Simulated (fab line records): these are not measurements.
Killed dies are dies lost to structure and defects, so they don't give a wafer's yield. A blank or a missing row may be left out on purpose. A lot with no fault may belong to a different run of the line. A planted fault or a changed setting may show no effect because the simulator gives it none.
fab line records	flow nand-harc
record: lots: 13	wafers: 39	last-day: 24
route steps=1159 shown P_CONTACT@247 A_M1@1046 A_BONDPAD@1077 THIN_TSV@1103 END@1159
lots that met no fault: taken from a fault-free run of the same line
start-h: hours from the record's opening day to when the first of the lot's shown wafers began	wait-h: how many hours have passed since the lot's step before this one	" identical to the entry in the row above	L1.1+2: a single row standing in for several wafers	- either no value or no given start	* or withheld: withheld	< > ~ a bound
route shown NAME@n: names a module that has steps shown in the file, with the first one's number in the route	usual: average and standard deviation across the fault-free wafers	same: alike in all rows	chamber/n: place in a boat	sites: each site's reading	_std_site: the values' standard deviation	_edge_site: inner sites' mean taken away from outer sites' mean	radius-mm: how far each site lies from the wafer's centre	mask NAME#n: copy n	behind: the last tool/chamber to shape the wafer	hold: cause of the lot's hold/its duration in hours/its outcome	device: whichever transistor did not switch (one of n, p or np)	end of line: the route-end tests of the same wafers	a step without rows: its recipe alone	killed: dies that structure and defects cost at the first sort, which is not the same as the wafer's yield	map: shows each die of a wafer: x if killed, . if not, _ if none is there
set.NAME: setting as actually run; set.NAME@STEP: the setting as run at that earlier step	model.NAME: the simulator's own value behind a step, which no gauge read
the route's steps for a sample of lots (tables are steps, rows are wafers)
services: a tool's chamber out of use, with start hour (start-h, from the record's first day; less than 0 if before it), hours out, and reason
== steps ==
step: NHARC_P_CONTACT_ALD_22
recipe: target-thk-a: 30	pulse-time-s: 1	ald-cycles: 150	temp-c: 450	material: TiN
usual: heater-power-w: 1044/120	precursor-pulse-height-rel: 1.001/0.02
lot.wafer	tool	chamber	start-h	wait-h	heater-power-w	precursor-pulse-height-rel
L489.2	ald-metal-02	3	121.55	-	800	1.010
L489.6	"	1	"	"	1033	0.986
L489.5	"	2	"	"	1157	0.963
L490.4	ald-metal-01	2	122.23	-	1281	0.999
L490.3	"	0	"	"	988	1.024
L490.6	"	3	"	"	929	1.021
L491.2	ald-metal-03	2	134.15	-	1005	1.046
L491.3	"	1	"	"	1105	1.001
L491.6	"	3	"	"	992	1.002
L492.3	ald-metal-02	3	134.83	-	797	0.986
L492.2	"	0	"	"	1079	0.999
L492.6	"	0	"	"	1067	0.989
L493.3	ald-metal-01	1	152.22	-	1158	0.983
L493.1	"	2	"	"	1303	1.047
L493.5	"	0	"	"	993	1.020
L494.3	ald-metal-02	1	152.65	-	1060	0.977
L494.2	"	0	"	"	1065	0.990
L494.4	"	1	"	"	1053	0.957
L495.2	ald-metal-01	3	158.72	-	921	0.957
L495.3	"	0	"	"	962	1.034
L495.5	"	0	"	"	990	0.996
L496.1	ald-metal-01	1	169.23	-	1134	0.983
L496.6	"	0	"	"	984	1.026
L496.5	"	1	"	"	1122	1.020
L498.1	ald-metal-01	3	187.16	-	934	0.997
L498.4	"	0	"	"	963	1.006
L498.3	"	2	"	"	1298	1.010
L500.1	ald-metal-03	0	194.56	-	979	0.967
L500.2	"	1	"	"	1049	0.981
L500.6	"	3	"	"	1007	1.004
L502.2	ald-metal-01	2	202.73	-	1273	1.013
L502.6	"	3	"	"	929	0.991
L502.5	"	0	"	"	962	0.982
L506.3	ald-metal-01	2	218.37	-	1285	1.017
L506.4	"	3	"	"	938	1.012
L506.5	"	2	"	"	1328	1.023
L510.3	ald-metal-02	3	244.54	-	857	0.989
L510.2	"	2	"	"	1115	0.981
L510.6	"	0	"	"	1046	0.997
step: NHARC_A_M1_DEGAS_29
recipe: temp-c: 250	time-s: 60
usual: heater-power-w: 324/18
lot.wafer	tool	chamber	start-h	wait-h	heater-power-w
L489.2	pvd-sputter-02	-	407.46	-	323
L489.5	"	-	"	"	343
L489.6	"	-	"	"	319
L492.3	pvd-sputter-02	-	414.07	-	313
L492.2	"	-	"	"	313
L492.6	"	-	"	"	320
L493.3	pvd-sputter-02	-	424.12	-	315
L493.1	"	-	"	"	339
L493.5	"	-	"	"	314
L490.4	pvd-sputter-02	-	429.92	-	326
L490.3	"	-	"	"	309
L490.6	"	-	"	"	315
L494.4	pvd-sputter-03	-	443.05	-	315
L494.3	"	-	"	"	305
L494.2	"	-	"	"	345
L491.2	pvd-sputter-02	-	443.50	-	339
L491.3	"	-	"	"	324
L491.6	"	-	"	"	324
L495.2	pvd-sputter-01	-	449.34	-	342
L495.3	"	-	"	"	288
L495.5	"	-	"	"	345
L496.1	pvd-sputter-01	-	465.87	-	293
L496.6	"	-	"	"	335
L496.5	"	-	"	"	343
L498.3	pvd-sputter-03	-	480.31	-	334
L498.1	"	-	"	"	354
L498.4	"	-	"	"	297
L502.2	pvd-sputter-03	-	492.25	-	330
L502.5	"	-	"	"	334
L502.6	"	-	"	"	357
L500.2	pvd-sputter-01	-	501.47	-	342
L500.1	"	-	"	"	334
L500.6	"	-	"	"	358
L506.3	pvd-sputter-01	-	502.80	-	338
L506.4	"	-	"	"	343
L506.5	"	-	"	"	345
L510.2	pvd-sputter-02	-	534.24	-	318
L510.3	"	-	"	"	321
L510.6	"	-	"	"	315
step: NHARC_A_BONDPAD_ETCH_12
recipe: target-depth-a: 2200	time-s: 110	chf3-flow-sccm: 50	o2-flow-sccm: 10	ar-flow-sccm: 200	rf-w: 500	bias-w: 200	chemistry: CHF3/O2
usual: drypump-motor-current-A: 5.6/0.38	oes-product-au: 0.944/0.025	rf-fwd-power-W: 497.4/1.5	rf-vpp-V: 370.0/2.1	showerhead-plenum-p-Torr: 2.38/0.088	throttle-valve-pct: 20.573/0.0091
lot.wafer	tool	chamber	start-h	wait-h	drypump-motor-current-A	oes-product-au	rf-fwd-power-W	rf-hours-counter-h	rf-vpp-V	showerhead-plenum-p-Torr	throttle-valve-pct
L489.2	rie-diel-10	3	-	-	5.5	0.927	498.0	1	372.8	2.51	20.571
L489.6	"	2	"	"	5.6	0.926	492.3	-	365.9	2.25	20.560
L489.5	"	3	"	"	5.5	0.936	499.1	-	371.6	2.51	20.573
L492.2	rie-diel-10	1	-	-	5.2	0.925	498.6	2	367.6	2.30	20.583
L492.3	"	2	"	"	5.6	0.921	495.7	2	366.2	2.25	20.572
L492.6	"	0	"	"	5.9	0.921	497.2	-	370.2	2.41	20.565
L493.3	rie-diel-10	2	-	-	5.6	0.985	496.6	2	367.8	2.25	20.564
L493.1	"	0	"	"	5.9	0.964	496.8	2	370.6	2.41	20.573
L493.5	"	2	"	"	5.6	0.977	497.7	-	366.7	2.25	20.563
L490.3	rie-diel-10	3	-	-	5.4	0.961	497.4	2	374.3	2.51	20.566
L490.4	"	1	"	"	5.2	0.973	497.4	2	367.1	2.30	20.571
L490.6	"	2	"	"	5.6	0.949	497.7	-	366.2	2.25	20.571
L494.2	rie-diel-10	1	-	-	5.2	0.929	500.4	3	368.6	2.30	20.569
L494.3	"	2	"	"	5.6	0.933	496.0	3	367.9	2.25	20.576
L494.4	"	0	"	"	5.9	0.925	496.5	3	370.1	2.41	20.561
L491.3	rie-diel-05	1	-	-	5.2	0.924	498.2	18	370.8	2.45	20.574
L491.2	"	3	"	"	5.4	0.913	498.6	17	370.5	2.38	20.561
L491.6	"	0	"	"	5.4	0.928	499.0	-	369.7	2.44	20.561
L495.2	rie-diel-05	1	-	-	5.2	0.912	497.2	19	371.4	2.45	20.556
L495.3	"	2	"	"	6.4	0.935	496.9	19	368.6	2.28	20.576
L495.5	"	2	"	"	6.4	0.928	498.9	-	367.0	2.28	20.570
L496.1	rie-diel-07	3	-	-	5.8	0.934	497.2	23	371.0	2.42	20.582
L496.6	"	3	"	"	5.8	0.933	498.9	-	371.9	2.42	20.564
L496.5	"	0	"	"	6.3	0.919	496.8	-	368.6	2.35	20.568
L498.1	rie-diel-10	0	-	-	5.9	0.946	495.3	4	369.8	2.41	20.571
L498.3	"	2	"	"	5.6	0.936	496.4	4	367.8	2.25	20.579
L498.4	"	0	"	"	5.9	0.946	498.3	-	370.3	2.41	20.583
L502.2	rie-diel-10	3	-	-	5.4	0.966	496.4	5	372.2	2.51	20.586
L502.5	"	0	"	"	5.9	0.962	497.1	-	369.4	2.41	20.578
L502.6	"	3	"	"	5.4	0.963	493.8	-	373.3	2.51	20.561
L500.2	rie-diel-05	1	-	-	5.2	0.915	495.0	33	371.0	2.44	20.576
L500.1	"	2	"	"	6.4	0.941	496.4	33	366.7	2.27	20.556
L500.6	"	0	"	"	5.4	0.935	498.3	-	371.0	2.44	20.580
L506.3	rie-diel-10	2	-	-	5.5	0.940	494.2	5	366.2	2.25	20.566
L506.4	"	0	"	"	5.8	0.929	501.3	5	370.1	2.41	20.566
L506.5	"	2	"	"	5.6	0.945	496.7	-	366.6	2.25	20.575
L510.2	rie-diel-05	1	-	-	5.2	0.987	498.0	3	372.3	2.44	20.579
L510.3	"	0	"	"	5.4	0.967	498.7	3	371.1	2.43	20.573
L510.6	"	1	"	"	5.2	0.991	495.9	-	370.3	2.44	20.573
step: NHARC_THIN_TSV_THK_MEAS_02
recipe: thk-meas-gauge: ir
usual: thk-nm: 3026/200
lot.wafer	tool	chamber	start-h	wait-h	thk-nm
L489.2	film-metro-01	-	424.49	-	2953
L489.5	"	-	"	"	2871
L489.6	"	-	"	"	2929
L492.2	film-metro-01	-	433.66	-	2827
L492.3	"	-	"	"	2830
L492.6	"	-	"	"	2784
L493.1	film-metro-01	-	442.96	-	3019
L493.3	"	-	"	"	2804
L493.5	"	-	"	"	3095
L490.3	film-metro-02	-	449.62	0.2	2936
L490.4	"	-	"	"	2690
L490.6	"	-	"	"	2952
L491.2	film-metro-02	-	460.80	-	2648
L491.3	"	-	"	"	2826
L491.6	"	-	"	"	2997
L494.2	film-metro-01	-	462.00	-	2811
L494.3	"	-	"	"	2775
L494.4	"	-	"	"	3132
L495.2	film-metro-02	-	468.84	0.2	3223
L495.3	"	-	"	"	2976
L495.5	"	-	"	"	2908
L496.1	film-metro-01	-	484.31	0.2	2957
L496.5	"	-	"	"	2832
L496.6	"	-	"	"	2446
L498.1	film-metro-01	-	502.32	-	2827
L498.3	"	-	"	"	2959
L498.4	"	-	"	"	3169
L502.2	film-metro-02	-	513.99	-	3116
L502.5	"	-	"	"	3210
L502.6	"	-	"	"	3049
L500.1	film-metro-02	-	522.75	-	3029
L500.2	"	-	"	"	3021
L500.6	"	-	"	"	2822
L506.3	film-metro-01	-	526.35	0.2	3091
L506.4	"	-	"	"	3420
L506.5	"	-	"	"	3168
L510.2	film-metro-01	-	551.18	-	3385
L510.3	"	-	"	"	3452
L510.6	"	-	"	"	3088
step: NHARC_END_SORT_01
recipe: temp-c: 25
usual: killed-at-array: 29/11	killed-at-other: 0.5/0.89	killed-at-periphery: 3.3/2	killed-dies: 32/11	killed-open: 3.1/1.9	killed-short: 2.3/1.6
same: gross-dies: 677
lot.wafer	tool	chamber	start-h	wait-h	killed-at-array	killed-at-other	killed-at-periphery	killed-dies	killed-open	killed-short
L502.2	prober-02	0	530.77	2.8	19	0	4	23	4	1
L502.5	prober-02	0	533.15	3.7	24	0	1	25	2	2
L502.6	prober-02	0	533.95	4.0	22	0	80	102	2	1
L506.3	prober-02	0	548.21	3.1	44	1	2	47	3	3
L506.4	prober-02	0	549.00	3.4	31	0	80	111	7	1
L506.5	prober-02	0	549.79	3.7	57	0	2	59	9	1
killed by level:class
L502.2 A_CONTACT:chamber-film-flake=7 A_CHANNEL_HOLE_D1:chamber-film-flake=6 A_CHANNEL_FILL_D1:geometric-particle:open=2 P_CONTACT:geometric-particle:open=1 P_M0:geometric-particle:open=1 A_CHANNEL_FILL_D1:geometric-particle:short=1 P_STI:chamber-film-flake=1 P_M1:chamber-film-flake=1
L502.5 A_CONTACT:chamber-film-flake=7 A_CHANNEL_HOLE_D1:chamber-film-flake=6 A_STAIRCASE:chamber-film-flake=4 A_BLC:chamber-film-flake=3 P_M1:geometric-particle:short=1 A_CHANNEL_FILL_D1:geometric-particle:short=1 A_CONTACT:geometric-particle:open=1 A_M0:geometric-particle:open=1
L502.6 P_CONTACT:unspecified=77 A_CHANNEL_HOLE_D1:chamber-film-flake=7 A_STAIRCASE:chamber-film-flake=4 A_CONTACT:chamber-film-flake=4 A_BLC:chamber-film-flake=4 P_M1:chamber-film-flake=2 P_M0:geometric-particle:open=1 A_WL_FILL:geometric-particle:short=1
L506.3 A_CHANNEL_HOLE_D1:chamber-film-flake=20 A_SLIT:chamber-film-flake=15 A_STAIRCASE:chamber-film-flake=3 A_CHANNEL_FILL_D1:geometric-particle:open=2 A_CONTACT:chamber-film-flake=2 P_STI:geometric-particle:short=1 A_SGD_CUT:geometric-particle:short=1 A_WL_FILL:geometric-particle:short=1
L506.4 P_CONTACT:unspecified=76 A_SLIT:chamber-film-flake=16 A_STAIRCASE:chamber-film-flake=5 A_CHANNEL_HOLE_D1:chamber-film-flake=3 P_M0:geometric-particle:open=2 A_CONTACT:geometric-particle:open=2 A_WL_FILL:chamber-film-flake=2 P_GATE:geometric-particle:open=1
L506.5 A_CHANNEL_HOLE_D1:chamber-film-flake=24 A_SLIT:chamber-film-flake=15 A_STAIRCASE:chamber-film-flake=7 A_WL_FILL:geometric-particle:open=2 A_CONTACT:geometric-particle:open=2 A_M0:geometric-particle:open=2 P_CONTACT:geometric-particle:open=1 A_ONON_D1:geometric-particle:short=1
== services ==
tool	chamber	start-h	hours	kind
ald-metal-01	-	102.00	10.0	pm
rie-diel-10	0	114.16	16.0	repair
rie-diel-05	-	114.85	0.5	repair
pvd-sputter-02	-	161.85	10.6	repair
rie-diel-10	-	176.61	9.0	pm
ald-metal-01	0	208.80	5.7	repair
pvd-sputter-02	-	214.03	10.0	pm
rie-diel-10	0	257.14	3.7	repair
ald-metal-01	-	262.92	5.4	repair
ald-metal-01	-	280.00	10.0	pm
pvd-sputter-02	-	291.37	7.1	repair
pvd-sputter-02	-	345.95	0.9	repair
ald-metal-01	-	349.33	1.1	repair
rie-diel-10	-	353.61	9.0	pm
ald-metal-01	0	365.54	66.7	repair
rie-diel-10	1	383.96	9.9	repair
pvd-sputter-02	-	392.03	10.0	pm
ald-metal-01	2	421.39	10.8	repair
ald-metal-01	-	432.77	1.3	repair
ald-metal-01	-	458.00	10.0	pm
rie-diel-10	1	459.01	34.6	repair
pvd-sputter-02	-	462.66	7.2	repair
rie-diel-10	2	493.23	9.3	repair
rie-diel-10	-	530.61	9.0	pm
== key ==
first-sign: step: NHARC_END_SORT_01	reading: killed-at-periphery	direction: up	sigmas: 38	usual: 3.3	struck: 80
effect: step: NHARC_END_SORT_01	reading: killed-dies	direction: up	sigmas: 6.7	usual: 32	struck: 106
more-kills-born-at: NHARC_P_CONTACT_ALD_22@ald-metal-01: 153
met-at NHARC_P_CONTACT_ALD_22
struck-lots L502,L506
struck-wafers L502.6,L506.4
tester-left-out L502,L506
not-acting-at NHARC_A_M1_DEGAS_29,NHARC_A_BONDPAD_ETCH_12,NHARC_THIN_TSV_THK_MEAS_02
onset-between 187.16 202.73
fault: kind: chamber-particle-source	tool: ald-metal-01	chamber: 3	onset-h: 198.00	steps: NHARC_P_CONTACT_ALD_22	rate-per-visit-cm2: 0.76557	end-h: 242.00
tester-left-out: of these lots the tester's yield and bins aren't shown, on N5 and GAA mostly nor the transistor test; their killed dies are dies lost to structure and defects alone, not to doping, threshold or leakage, so they don't give the yield
